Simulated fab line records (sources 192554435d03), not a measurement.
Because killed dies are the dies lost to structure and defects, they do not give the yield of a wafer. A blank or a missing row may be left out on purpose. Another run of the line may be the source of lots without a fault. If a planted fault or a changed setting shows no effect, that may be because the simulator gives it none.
A struck lot beside a sound one || flow n5 finfet || 39 out of 1938 route steps
Sound: wafers L224.4, L224.5, L224.6. Struck: wafer L236.1; the same lot's L236.6 was not struck, so it is left out; see the end for the cause.
Order at every step that has rows: each side's tool, ch and its chambers, its first start. Under that, the readings that differ: sound wafers || struck wafers || difference of the means || sigmas: that difference in standard deviations of wafers without a fault.
alike: words and numbers the same on both sides, and readings whose means are apart by under 2 such deviations; not compared: readings that were withheld, readings missing a value for some wafer, numbers with overlapping values and no deviation given by the record, and bounds like >300 which may hide the same value.
The two part at a step that has a row with sigmas, a row that says differs or no value, or rows on one side only. Numbers that have no deviation but don't overlap get no sigmas and don't part them. A reading missing from all wafers of one side parts the sides only when that side holds two or more wafers.

first, 10 steps without rows for these wafers: N5_DUMMY_REMOVAL_HM_STRIP_01 (strips SiNx in CH3F/O2, stops on poly-Si, target depth 4 nm, time 6.8 s); N5_DUMMY_REMOVAL_STRIP_10 (strips in N2/H2, time 40 s); N5_DUMMY_REMOVAL_PRECLEAN_07 (cleans in dHF, time 30 s); N5_DUMMY_REMOVAL_DUMMY_REMOVE_02 (chemistry TMAH, target poly-Si, stops on SiO2, target depth 142 nm, time 57 s, rinse time 30 s); N5_DUMMY_REMOVAL_PRECLEAN_08 (cleans in NF3:NH3, afs cycles 2, time 20 s, sublimation time 60 s); N5_DUMMY_REMOVAL_PRECLEAN_04 (cleans in DHF, time 37 s); N5_DUMMY_REMOVAL_SRD_05 (time 30 s); N5_HKMG_FIN_IL_REGROW_00 (material SiO2, chemistry O3, target thk 0.75 nm, time 30 s); N5_HKMG_FIN_HK_ALD_01 (deposits HfO2, target thk 1.6 nm, pulse time 3 s, purge time 3 s); N5_HKMG_FIN_HK_ANNEAL_02 (time 30 s).
N5_HKMG_FIN_ALD_74: deposits La2O3, target thk 0.5 nm, pulse time 6 s, co reactant pulse time 1 s.
  sound on ald hk-02 ch 0,1,2, day 3 22:35; struck on ald hk-02 ch 0, day 7 00:33
  alike: heater power w, precursor pulse height rel
then, 26 steps without rows for these wafers: N5_HKMG_FIN_ALD_75 (deposits Al2O3, target thk 1 nm, co reactant pulse time 1 s); N5_HKMG_FIN_COAT_41 (time 60 s, resist thk 300 nm); N5_HKMG_FIN_COAT_42 (time 60 s, resist thk 35 nm); N5_HKMG_FIN_COAT_43 (resist thk 90 nm); N5_HKMG_FIN_EBR_45; N5_HKMG_FIN_SOFTBAKE_44 (time 60 s); N5_HKMG_FIN_EXPOSE_46 (exposes mask NDIPOLE); N5_HKMG_FIN_PEB_47 (peb time 60 s); N5_HKMG_FIN_DEVELOP_48 (develop time 30 s); N5_HKMG_FIN_DESCUM_53 (chemistry O2, time 7.9 s); N5_HKMG_FIN_ETCH_54 (etches SiARC in CF4, target depth 45.5 nm, time 75.8 s); N5_HKMG_FIN_ETCH_55 (etches SOC in N2/H2, target depth 240 nm, time 300 s); N5_HKMG_FIN_STRIP_56 (strips in N2/H2); N5_HKMG_FIN_STRIP_57 (strips in CF4); N5_HKMG_FIN_ETCH_58 (etches SOC in N2/H2, target depth 215.8 nm, time 741 s); N5_HKMG_FIN_STRIP_93 (strips SOC in N2/H2, time 20 s); N5_HKMG_FIN_WET_ETCH_76 (etches Al2O3 in dNH4OH, stops on La2O3, target depth 2.25 nm, rinse time 30 s); N5_HKMG_FIN_STRIP_60 (strips in N2/H2, time 360 s); N5_HKMG_FIN_WET_ETCH_77 (etches La2O3 in dHCl, stops on HfO2, target depth 2 nm); N5_HKMG_FIN_WET_ETCH_78 (etches Al2O3 in dNH4OH, stops on La2O3, target depth 4.5 nm, rinse time 30 s); N5_HKMG_FIN_ALD_79 (deposits TiN, target thk 1.5 nm, pulse time 1 s, purge time 3 s); N5_HKMG_FIN_CVD_62 (deposits a-Si from Si2H6, target thk 3 nm, time 20.8 s); N5_HKMG_FIN_RTA_80 (time 2 s); N5_HKMG_FIN_PRECLEAN_64 (cleans in dHF, time 30 s); N5_HKMG_FIN_WET_ETCH_65 (etches a-Si in TMAH, stops on TiN, time 49 s, target depth 3 nm); N5_HKMG_FIN_WET_ETCH_81 (etches TiN in SC1, stops on HfO2, time 57 s, target depth 6 nm).
-- the record jumps here: 4 days lie between the struck wafers' starts before and after (it left off in module HKMG_FIN and takes up again in module BEOL_M4, whose first step shown is number 1111 of the route) --
N5_BEOL_M4_RC_MEAS_101:
  sound on prober-01 ch 0, day 8 10:34; struck on prober-02 ch 0, day 10 21:58
{"reading": "IOFF_P (nA/um)", "sound": "0.23 0.23 0.25", "struck": 0.72, "difference": "+0.48", "sigmas": "+13"}
{"reading": "IOFF_P_85C (nA/um)", "sound": "3.9 3.9 4.1", "struck": 10.4, "difference": "+6.4", "sigmas": "+12"}
{"reading": "IOFF_P_LIN (nA/um)", "sound": "0.109 0.107 0.115", "struck": 0.357, "difference": "+0.247", "sigmas": "+18"}
{"reading": "IOFF_P_LONG (nA/um)", "sound": "0.000109 0.00011 0.000112", "struck": 0.000316, "difference": "+0.000206", "sigmas": "+24"}
{"reading": "ION_P (uA/um)", "sound": "468 456 471", "struck": 517, "difference": "+52", "sigmas": "+7"}
{"reading": "VT_N_LVT (mV)", "sound": "96 96 96", "struck": 140, "difference": "+44", "sigmas": "+15"}
{"reading": "VT_P (mV)", "sound": "-247 -250 -249", "struck": -213, "difference": "+36", "sigmas": "+10"}
{"reading": "VT_P_LONG (mV)", "sound": "-274.1 -271.6 -273.9", "struck": -239.0, "difference": "+34.2", "sigmas": "+11"}
  alike: DIBL_N, DIBL_P, IOFF_N, ION_N, SS_N, SS_P, VT_N
-- record jumps: 5 days separate the struck wafers' starts on either side; left off in module BEOL_M4, taken up again in module PASSIVATION, whose first shown step is the route's number 1936 --
N5_PASSIVATION_PROBE_49:
  sound: prober-01 at day 13 00:08; struck: prober-01 at day 15 16:29
{"reading": "killed_at_M4_up", "sound": "22 23 14", "struck": 7, "difference": -13, "sigmas": -2}
{"reading": "sort_bin_4_leakage (%)", "sound": "0 0 0", "struck": 69.75, "difference": "+69.75", "sigmas": ""}
{"reading": "sort n pass", "sound": "1078 1081 1055", "struck": 254, "difference": -817, "sigmas": -45}
{"reading": "sort yield pct (%)", "sound": "91.4 91.6 89.4", "struck": 21.5, "difference": -69.3, "sigmas": -46}
  alike: defect limited yield, killed_at_M0_to_M3, killed at contacts, killed at front end, killed at other, killed dies, killed open, killed short, sort_bin_5_function, sort_bin_6_memory

WHERE THEY PART
First at N5_BEOL_M4_RC_MEAS_101; last, within this record, at N5_PASSIVATION_PROBE_49.

WHY: whatever the simulator had introduced
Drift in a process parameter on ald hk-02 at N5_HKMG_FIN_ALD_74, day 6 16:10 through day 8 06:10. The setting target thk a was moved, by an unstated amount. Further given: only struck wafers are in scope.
